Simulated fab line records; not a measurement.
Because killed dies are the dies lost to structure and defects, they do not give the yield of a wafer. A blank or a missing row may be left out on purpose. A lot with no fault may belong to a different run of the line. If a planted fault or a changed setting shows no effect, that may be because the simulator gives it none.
fab line records | flow nandHarc | part 1 of 2: steps 1 to 24 of 38
record: lots: 5 wafers: 15 lastDay: 24
route steps=1159 shown P_STI@88 P_GATE@110
lots with no fault: from the same line, run without faults
startH: start of the lot's first displayed wafer, in hours after the record's first day | waitH: hours since the lot's step before | " identical to the entry in the row above | L1.1+2: several wafers, shown together as one row | - either no value or no given start | * or withheld: withheld | < > ~ a bound
route shown NAME@n: names a module that has steps shown in the file, with the first one's number in the route | usual: mean/standard deviation taken from wafers without a fault | same: alike in all rows | chamber/n: place in a boat | sites: readings site by site | _std_site: the values' standard deviation | _edge_site: the outer-site mean with the inner-site mean subtracted | radiusMm: how far each site lies from the wafer's centre | mask NAME#n: copy n | behind: the tool/chamber that last shaped the wafer | hold: cause of the lot's hold/its duration in hours/its outcome | device: names the non-switching transistor (n, p or np) | end of line: tests of these same wafers at the route's end | a step with no rows: only its recipe | killed: not the wafer's yield, but the dies lost to structure and defects at the first sort | map: per-die view of a wafer (x killed, . not killed, _ where there is no die)
set.NAME: the setting the step ran with; set.NAME@STEP: the setting that earlier step ran with | model.NAME: the simulator's own value behind a step, which no gauge read
lots seen at some steps along the route; tables by step, rows by wafer
services: from which hour (startH, from the record's first day; less than 0 if before it) a tool's chamber was out of use, for how many hours, and why
== steps ==
step: NHARC_P_STI_ETCH_42
recipe: targetDepthA: 800 overetchA: 240 timeS: 61 ionEnergyEv: 200 n2FlowSccm: 150 h2FlowSccm: 150 arFlowSccm: 0 rfW: 400 biasW: 150 chemistry: N2/H2
usual: drypumpMotorCurrentA: 5.7/0.48 h2FlowSccm: 150.0/0.45 oesProductAu: 1.000/0.01 rfVppV: 430.8/2.4 showerheadPlenumPTorr: 2.05/0.083 throttleValvePct: 14.170/0.0091
columns lot.wafer tool chamber startH waitH drypumpMotorCurrentA h2FlowSccm oesProductAu rfHoursCounterH rfVppV showerheadPlenumPTorr throttleValvePct
L083.4 rieDiel-05 0 89.51 0.1 5.5 150.5 1.000 2 431.4 2.09 14.165
L083.6 " 1 " " 6.0 149.7 1.006 - 427.2 1.95 14.165
L083.5 " 2 " " 5.3 150.3 0.991 - 432.5 2.10 14.169
L085.1 rieDiel-11 1 97.75 0.1 5.6 149.2 0.998 3 435.2 2.19 14.180
L085.6 " 0 " " 5.2 150.3 1.013 - 434.2 2.14 14.177
L085.5 " 1 " " 5.6 149.9 0.987 - 435.2 2.19 14.169
L088.3 rieDiel-01 3 115.96 0.1 5.9 149.2 0.993 10 430.5 2.02 14.171
L088.1 " 0 " " 6.7 149.9 1.006 12 431.1 2.10 14.159
L088.4 " 1 " " 6.2 150.0 0.989 13 429.9 2.01 14.186
L089.3 rieDiel-01 0 132.11 0.1 6.7 150.0 1.005 12 431.3 2.10 14.183
L089.4 " 2 " " 6.2 150.1 0.995 12 429.4 1.96 14.162
L089.5 " 0 " " 6.7 150.5 1.005 - 432.1 2.10 14.160
L095.3 rieDiel-11 1 161.45 0.1 5.6 150.2 1.016 5 435.4 2.19 14.183
L095.6 " 1 " " 5.6 150.2 1.009 - 434.9 2.19 14.168
L095.5 " 2 " " 5.5 150.1 1.008 - 426.4 1.91 14.175
step: NHARC_P_STI_ETCH_31
recipe: targetDepthA: 1089 timeS: 54.5 cf4FlowSccm: 100 chf3FlowSccm: 30 arFlowSccm: 0 rfW: 500 biasW: 200 chemistry: CF4/CHF3
usual: drypumpMotorCurrentA: 5.7/0.47 oesProductAu: 0.962/0.018 rfVppV: 370.9/2 showerheadPlenumPTorr: 1.58/0.058 throttleValvePct: 16.804/0.0086
columns lot.wafer tool chamber startH waitH drypumpMotorCurrentA oesProductAu rfHoursCounterH rfVppV showerheadPlenumPTorr throttleValvePct
L083.4 rieDiel-05 3 - - 6.0 0.972 2 373.0 1.60 16.820
L083.6 " 1 " " 6.0 0.950 - 366.2 1.51 16.810
L083.5 " 2 " " 5.3 0.958 - 372.4 1.62 16.807
L085.1 rieDiel-11 3 - - 5.0 0.944 2 370.4 1.54 16.806
L085.6 " 0 " " 5.2 0.950 - 373.3 1.65 16.803
L085.5 " 1 " " 5.6 0.928 - 374.8 1.68 16.800
L088.4 rieDiel-01 3 - - 5.9 0.973 10 371.0 1.56 16.809
L088.3 " 0 " " 6.7 0.991 12 372.2 1.61 16.805
L088.1 " 1 " " 6.2 0.955 13 370.4 1.55 16.804
L089.4 rieDiel-01 2 - - 6.1 0.964 12 369.6 1.52 16.806
L089.3 " 3 " " 5.9 0.965 11 370.3 1.56 16.816
L089.5 " 1 " " 6.2 0.977 - 369.4 1.55 16.812
L095.3 rieDiel-11 0 - - 5.2 1.000 5 371.1 1.65 16.798
L095.5 " 3 " " 5.0 0.975 - 366.7 1.53 16.797
L095.6 " 0 " " 5.3 0.993 - 372.4 1.65 16.811
step: NHARC_P_STI_ETCH_15
recipe: targetDepthA: 3000 taperDeg: 4 timeS: 100.1 hbrFlowSccm: 150 cl2FlowSccm: 50 rfW: 400 icpW: 400 biasW: 100 chemistry: HBr/Cl2
usual: drypumpMotorCurrentA: 5.9/0.61 heBacksideLeakSccm: 2.71/0.23 oesProductAu: 0.999/0.0096 throttleValvePct: 26.406/0.0099
columns lot.wafer tool chamber startH waitH drypumpMotorCurrentA heBacksideLeakSccm oesProductAu rfHoursCounterH throttleValvePct
L083.4 rieSi-03 3 89.74 - 6.8 2.92 1.000 0.8 26.410
L083.5 " 0 " " 6.7 2.68 1.006 - 26.424
L083.6 " 1 " " 5.5 2.42 1.000 - 26.426
L085.1 rieSi-03 3 97.96 - 6.8 2.95 1.004 0.8 26.420
L085.5 " 3 " " 6.8 2.92 0.996 - 26.395
L085.6 " 1 " " 5.5 2.44 1.005 - 26.400
L088.4 rieSi-03 3 116.14 - 6.9 2.67 1.003 1.0 26.405
L088.1 " 0 " " 6.7 2.69 1.001 1.0 26.391
L088.3 " 1 " " 5.5 2.53 1.003 1.1 26.389
L089.3 rieSi-02 2 132.29 - 6.2 2.93 0.996 0.6 26.407
L089.5 " 2 " " 6.2 2.93 0.980 - 26.414
L089.4 " 1 " " 5.1 2.56 1.009 - 26.392
L095.3 rieSi-04 3 161.66 - 5.5 2.84 0.979 0.4 26.425
L095.5 " 2 " " 6.3 2.81 0.989 - 26.412
L095.6 " 3 " " 5.5 2.82 0.980 - 26.397
step: NHARC_P_STI_CD_MEAS_16
usual: cdNm: 199.7/2.4
columns lot.wafer tool chamber startH waitH cdNm
L083.4 cdSem-03 - 89.86 - 194.5
L083.5 " - " " 198.0
L083.6 " - " " 198.7
L085.1 cdSem-02 - 98.15 - 201.8
L085.5 " - " " 198.7
L085.6 " - " " 196.3
L088.1 cdSem-02 - 116.31 - 199.6
L088.3 " - " " 200.3
L088.4 " - " " 200.7
L089.3 cdSem-03 - 132.49 - 201.7
L089.4 " - " " 197.2
L089.5 " - " " 199.4
L095.3 cdSem-01 - 161.81 - 198.6
L095.5 " - " " 202.7
L095.6 " - " " 199.4
step: NHARC_P_STI_OCD_MEAS_17
usual: trenchDepthNm: 300/4.1 trenchFootCdNm: 158.1/2.4
columns lot.wafer tool chamber startH waitH trenchDepthNm trenchFootCdNm
L083.4 ocd-01 - 89.95 0.1 302 153.8
L083.5 " - " " 304 156.1
L083.6 " - " " 301 156.5
L085.1 ocd-01 - 98.24 0.1 303 158.1
L085.5 " - " " 301 156.6
L085.6 " - " " 302 154.7
L088.1 ocd-01 - 116.39 0.1 302 157.6
L088.3 " - " " 301 157.8
L088.4 " - " " 300 160.0
L089.3 ocd-02 - 132.58 0.1 296 159.2
L089.4 " - " " 303 154.2
L089.5 " - " " 293 156.0
L095.3 ocd-01 - 161.89 0.1 288 158.3
L095.5 " - " " 296 160.2
L095.6 " - " " 291 159.3
step: NHARC_P_STI_STRIP_19
recipe: timeS: 900 tempC: 130 chemistry: SPM
usual: tempC: 130.00/0.15
columns lot.wafer tool chamber startH waitH tempC
L083.4 wetBench-01 7 90.00 0.0 129.72
L083.5 " 0 " " 130.00
L083.6 " 4 " " 129.91
L085.5 wetBench-06 6 98.30 0.1 129.93
L085.6 " 7 " " 129.91
L085.1 " 1 " " 130.27
L088.3 wetBench-01 5 116.46 0.1 130.13
L088.4 " 6 " " 130.12
L088.1 " 0 " " 129.94
L089.3 wetBench-03 0 132.64 0.1 130.18
L089.5 " 2 " " 129.88
L089.4 " 5 " " 129.96
L095.5 wetBench-03 4 161.96 0.1 130.07
L095.3 " 5 " " 129.88
L095.6 " 6 " " 130.06
step: NHARC_P_STI_PRECLEAN_32
recipe: timeS: * tempC: 50 bathAgeMin: 0 chemistry: SC1
usual: diwFlowMLMin: 1415/4.3 nh4ohFlowMLMin: 28.29/0.098 tempC: 50.00/0.11
same: bathAgeMin: 0
columns lot.wafer tool chamber startH waitH diwFlowMLMin nh4ohFlowMLMin tempC
L083.4 wetBench-01 7 - - 1421 28.06 49.88
L083.5 " 0 " " 1420 28.33 49.96
L083.6 " 4 " " 1412 28.43 50.04
L085.5 wetBench-06 6 - - 1417 28.37 49.93
L085.6 " 7 " " 1419 28.29 50.05
L085.1 " 1 " " 1413 28.25 50.04
L088.3 wetBench-01 5 - - 1420 28.36 50.12
L088.4 " 6 " " 1417 28.35 50.15
L088.1 " 0 " " 1414 28.26 49.99
L089.3 wetBench-03 0 - - 1417 28.25 50.10
L089.5 " 2 " " 1413 28.23 50.02
L089.4 " 5 " " 1416 28.35 49.96
L095.5 wetBench-03 4 - - 1414 28.35 50.05
L095.3 " 5 " " 1420 28.35 50.16
L095.6 " 6 " " 1414 28.33 49.91
step: NHARC_P_STI_SRD_23
columns lot.wafer tool chamber startH waitH
L083.4+5+6 wetBench-01 7,0,4 - -
L085.5+6+1 wetBench-06 6,7,1 - -
L088.3+4+1 wetBench-01 5,6,0 - -
L089.3+5+4 wetBench-03 0,2,5 - -
L095.5+3+6 wetBench-03 4,5,6 - -
step: NHARC_P_STI_OCD_MEAS_43
usual: trenchDepthNm: 300/4.1 trenchFootCdNm: 158.1/2.3
columns lot.wafer tool chamber startH waitH trenchDepthNm trenchFootCdNm
L083.4 ocd-02 - 90.45 - 301 153.8
L083.5 " - " " 304 155.8
L083.6 " - " " 301 156.5
L085.1 ocd-01 - 98.76 - 303 158.4
L085.5 " - " " 301 156.3
L085.6 " - " " 303 154.9
L088.1 ocd-01 - 116.91 - 303 157.5
L088.3 " - " " 301 157.3
L088.4 " - " " 300 160.2
L089.3 ocd-02 - 133.10 - 297 159.8
L089.4 " - " " 303 154.2
L089.5 " - " " 293 155.9
L095.3 ocd-02 - 162.40 - 288 157.7
L095.5 " - " " 295 159.3
L095.6 " - " " 290 159.3
step: NHARC_P_STI_OXIDE_33
recipe: targetThkA: 100 tempC: 1000 oxTimeS: 281 material: SiO2
usual: spikeTcBottomC: 1016.8/1.1 tubeCenterTempC: 1000/0.087 zonePowerTopPct: 40/5.2
same: oxTimeS: 281
columns lot.wafer tool chamber startH waitH spikeTcBottomC tubeCenterTempC zonePowerTopPct
L083.4 furnace-02 0 95.78 5.3 1017.9 999.88 44
L083.5 " 0 " " 1017.4 999.96 44
L083.6 " 0 " " 1017.9 1000 45
L085.1 furnace-02 0 104.50 5.7 1016.5 1000 45
L085.5 " 0 " " 1015.9 999.95 45
L085.6 " 0 " " 1018.1 999.95 45
L088.1 furnace-01 0 125.36 8.5 1016.8 1000 35
L088.3 " 0 " " 1016.0 999.95 35
L088.4 " 0 " " 1017.2 999.83 35
L089.3 furnace-02 0 136.53 3.4 1017.1 1000.1 44
L089.4 " 0 " " 1017.5 1000 44
L089.5 " 0 " " 1016.7 1000 45
L095.3 furnace-02 0 166.69 4.3 1015.9 1000.1 45
L095.5 " 0 " " 1016.8 1000.1 43
L095.6 " 0 " " 1017.9 1000 45
step: NHARC_P_STI_HDPCVD_20
recipe: targetThkA: withheld sigmaOpenFrac: withheld material: SiO2
columns lot.wafer tool chamber startH waitH
L083.4+6+5 hdpcvd-01 0,0,1 100.55 0.5
L085.1+6+5 hdpcvd-01 0,0,1 109.24 0.4
L088.1+4+3 hdpcvd-01 1,1,0 130.10 0.4
L089.4+3+5 hdpcvd-01 1,0,0 142.22 1.4
L095.3+6+5 hdpcvd-01 1,0,1 171.61 0.6
step: NHARC_P_STI_ANNEAL_34
recipe: tempC: 1000 timeS: 1800
usual: spikeTcBottomC: 1016.6/1.3 tubeCenterTempC: 999.99/0.094 zonePowerTopPct: 39/4.9
columns lot.wafer tool chamber startH waitH spikeTcBottomC tubeCenterTempC zonePowerTopPct
L083.4 furnace-07 0 104.75 4.1 1018.8 999.98 34
L083.5 " 0 " " 1019.6 1000 33
L083.6 " 0 " " 1015.0 1000.1 33
L085.1 furnace-01 0 117.18 7.9 1016.6 1000.1 35
L085.5 " 0 " " 1015.1 1000.1 35
L085.6 " 0 " " 1017.9 999.97 35
L088.1 furnace-07 0 132.00 1.8 1018.9 999.91 34
L088.3 " 0 " " 1017.4 1000.1 34
L088.4 " 0 " " 1017.7 1000 34
L089.3 furnace-01 0 147.25 4.8 1016.3 1000.1 36
L089.4 " 0 " " 1016.6 999.85 35
L089.5 " 0 " " 1017.9 1000 35
L095.3 furnace-02 0 179.85 8.2 1017.8 999.97 45
L095.5 " 0 " " 1017.6 999.91 45
L095.6 " 0 " " 1016.6 999.94 45
step: NHARC_P_STI_CMP_21
recipe: tOverpolishS: 20 targetThkNm: 380.67
usual: motorCurrentA: 12.0/1.2 overpolishRunS: 20.000/0.01 retainingRingPressureFrac: 1.000/0.0055
columns lot.wafer tool chamber startH waitH motorCurrentA overpolishRunS retainingRingPressureFrac
L083.4 cmp-03 3 109.66 0.4 12.1 19.995 1.012
L083.5 " 3 " " 12.2 19.994 1.004
L083.6 " 0 " " 15.0 20.000 0.999
L085.1 cmp-04 1 122.07 0.4 11.9 20.008 1.005
L085.6 " 1 " " 11.9 19.995 1.010
L085.5 " 2 " " 10.2 19.981 0.999
L088.4 cmp-02 2 136.97 0.4 12.4 19.998 0.990
L088.1 " 3 " " 10.8 19.996 1.004
L088.3 " 0 " " 9.7 19.999 0.995
L089.4 cmp-02 2 152.11 0.4 13.7 20.003 0.993
L089.3 " 3 " " 10.4 19.982 1.008
L089.5 " 2 " " 13.6 20.009 1.002
L095.3 cmp-04 0 184.76 0.4 12.0 20.006 0.998
L095.6 " 0 " " 12.2 19.990 0.996
L095.5 " 1 " " 11.3 19.993 1.000
step: NHARC_P_STI_SRD_35
columns lot.wafer tool chamber startH waitH
L083.5+6+4 wetBench-06 1,2,4 109.96 0.0
L085.6+5+1 wetBench-01 4,5,7 122.38 0.0
L088.1+4+3 wetBench-03 6,7,3 137.27 0.0
L089.3+4+5 wetBench-01 2,5,7 152.42 0.0
L095.6+3+5 wetBench-01 1,2,3 185.07 0.0
step: NHARC_P_STI_ETCH_36
recipe: targetDepthA: 388 chemistry: dHF material: SiO2
columns lot.wafer tool chamber startH waitH
L083.5+6+4 wetBench-06 1,2,4 109.98 0.0
L085.6+5+1 wetBench-01 4,5,7 122.40 0.0
L088.1+4+3 wetBench-03 6,7,3 137.29 0.0
L089.3+4+5 wetBench-01 2,5,7 152.44 0.0
L095.6+3+5 wetBench-01 1,2,3 185.09 0.0
step: NHARC_P_STI_STRIP_24
recipe: tempC: 160 chemistry: H3PO4 material: Si3N4
usual: tempC: 159.99/0.15
columns lot.wafer tool chamber startH waitH tempC
L083.5 wetBench-06 1 110.00 0.0 160.04
L083.6 " 2 " " 159.91
L083.4 " 4 " " 159.80
L085.6 wetBench-01 4 122.42 0.0 159.78
L085.5 " 5 " " 159.99
L085.1 " 7 " " 160.12
L088.1 wetBench-03 6 137.31 0.0 159.78
L088.4 " 7 " " 159.97
L088.3 " 3 " " 159.91
L089.3 wetBench-01 2 152.45 0.0 159.85
L089.4 " 5 " " 160.17
L089.5 " 7 " " 160.34
L095.6 wetBench-01 1 185.11 0.0 159.97
L095.3 " 2 " " 159.99
L095.5 " 3 " " 160.10
step: NHARC_P_STI_ETCH_37
recipe: targetDepthA: 110 chemistry: dHF material: SiO2
columns lot.wafer tool chamber startH waitH
L083.5+6+4 wetBench-06 1,2,4 - -
L085.6+5+1 wetBench-01 4,5,7 - -
L088.1+4+3 wetBench-03 6,7,3 - -
L089.3+4+5 wetBench-01 2,5,7 - -
L095.6+3+5 wetBench-01 1,2,3 - -
step: NHARC_P_STI_PRECLEAN_38
recipe: timeS: * tempC: 50 bathAgeMin: 0 chemistry: SC1
usual: diwFlowMLMin: 1416/4 nh4ohFlowMLMin: 28.31/0.095 tempC: 50.00/0.1
same: bathAgeMin: 0
columns lot.wafer tool chamber startH waitH diwFlowMLMin nh4ohFlowMLMin tempC
L083.5 wetBench-06 1 - - 1415 28.15 49.95
L083.6 " 2 " " 1414 28.29 50.02
L083.4 " 4 " " 1412 28.29 50.02
L085.6 wetBench-01 4 - - 1419 28.08 50.19
L085.5 " 5 " " 1415 28.20 49.93
L085.1 " 7 " " 1415 28.38 49.98
L088.1 wetBench-03 6 - - 1417 28.18 50.03
L088.4 " 7 " " 1418 28.24 50.10
L088.3 " 3 " " 1413 28.21 50.11
L089.3 wetBench-01 2 - - 1412 28.30 49.97
L089.4 " 5 " " 1410 28.22 49.97
L089.5 " 7 " " 1413 28.42 49.92
L095.6 wetBench-01 1 - - 1422 28.20 49.81
L095.3 " 2 " " 1420 28.25 50.05
L095.5 " 3 " " 1412 28.40 50.01
step: NHARC_P_STI_SRD_39
columns lot.wafer tool chamber startH waitH
L083.5+6+4 wetBench-06 1,2,4 - -
L085.6+5+1 wetBench-01 4,5,7 - -
L088.1+4+3 wetBench-03 6,7,3 - -
L089.3+4+5 wetBench-01 2,5,7 - -
L095.6+3+5 wetBench-01 1,2,3 - -
step: NHARC_P_STI_OXIDE_40
recipe: targetThkA: 100 tempC: 900 oxTimeS: 1362 material: SiO2
usual: spikeTcBottomC: 916.7/1.2 tubeCenterTempC: 900/0.075 zonePowerTopPct: 29.8/2.9
same: oxTimeS: 1362
columns lot.wafer tool chamber startH waitH spikeTcBottomC tubeCenterTempC zonePowerTopPct
L083.4 furnace-01 0 121.70 - 916.2 900.01 29.2
L083.5 " 0 " " 916.4 899.99 29.1
L083.6 " 0 " " 916.5 900.05 29.2
L085.1 furnace-01 0 129.72 - 915.8 900 29.1
L085.5 " 0 " " 914.5 899.96 29.4
L085.6 " 0 " " 914.5 900.03 29.5
L088.1 furnace-02 0 141.32 - 914.5 900.11 37.4
L088.3 " 0 " " 917.1 900.01 37.3
L088.4 " 0 " " 917.5 899.97 36.6
L089.3 furnace-07 0 159.42 - 916.6 899.94 28.4
L089.4 " 0 " " 919.2 900.07 28.3
L089.5 " 0 " " 919.0 900.07 28.0
L095.3 furnace-07 0 189.33 - 918.3 900.18 28.2
L095.5 " 0 " " 919.0 899.92 27.9
L095.6 " 0 " " 918.2 899.95 28.3
step: NHARC_P_STI_INSPECT_25
usual: rawDefectCount: 229/68
columns lot.wafer tool chamber startH waitH rawDefectCount
L083.4 defectInspect-01 - 125.73 0.4 207
L083.5 " - " " 150
L083.6 " - " " 158
L085.1 defectInspect-02 - 133.78 0.4 148
L085.5 " - " " 195
L085.6 " - " " 230
L088.1 defectInspect-01 - 145.40 0.4 242
L088.3 " - " " 361
L088.4 " - " " 284
L089.3 defectInspect-02 - 163.44 0.4 186
L089.4 " - " " 206
L089.5 " - " " 253
L095.3 defectInspect-02 - 193.37 0.4 195
L095.5 " - " " 470
L095.6 " - " " 265
step: NHARC_P_GATE_ETCH_69
recipe: targetDepthA: 140 chemistry: dHF material: SiO2
columns lot.wafer tool chamber startH waitH
L083.5+6+4 wetBench-09 0,3,5 125.78 0.0
L085.5+6+1 wetBench-07 3,6,0 133.84 0.0
L088.4+1+3 wetBench-09 5,1,2 145.46 0.0
L089.3+4+5 wetBench-07 0,2,4 163.49 0.0
L095.6+3+5 wetBench-09 2,4,6 193.44 0.1
step: NHARC_P_GATE_PRECLEAN_70
recipe: timeS: * tempC: 50 bathAgeMin: 0 chemistry: SC1
usual: diwFlowMLMin: 1415/4.7 nh4ohFlowMLMin: 28.31/0.096 tempC: 50.00/0.12
same: bathAgeMin: 0
columns lot.wafer tool chamber startH waitH diwFlowMLMin nh4ohFlowMLMin tempC
L083.5 wetBench-09 0 125.88 0.1 1417 28.35 49.82
L083.6 " 3 " " 1421 28.36 50.15
L083.4 " 5 " " 1413 28.17 49.92
L085.5 wetBench-07 3 133.94 0.1 1417 28.32 49.81
L085.6 " 6 " " 1410 28.32 49.88
L085.1 " 0 " " 1419 28.18 49.98
L088.4 wetBench-09 5 145.56 0.1 1416 28.12 49.86
L088.1 " 1 " " 1416 28.13 50.12
L088.3 " 2 " " 1411 28.32 50.01
L089.3 wetBench-07 0 163.61 0.1 1418 28.24 49.86
L089.4 " 2 " " 1411 28.21 49.80
L089.5 " 4 " " 1416 28.22 50.19
L095.6 wetBench-09 2 193.52 0.1 1418 28.20 50.16
L095.3 " 4 " " 1411 28.29 49.84
L095.5 " 6 " " 1419 28.21 50.13
step: NHARC_P_GATE_SRD_01
columns lot.wafer tool chamber startH waitH
L083.5+6+4 wetBench-09 0,3,5 - -
L085.5+6+1 wetBench-07 3,6,0 - -
L088.4+1+3 wetBench-09 5,1,2 - -
L089.3+4+5 wetBench-07 0,2,4 - -
L095.6+3+5 wetBench-09 2,4,6 - -
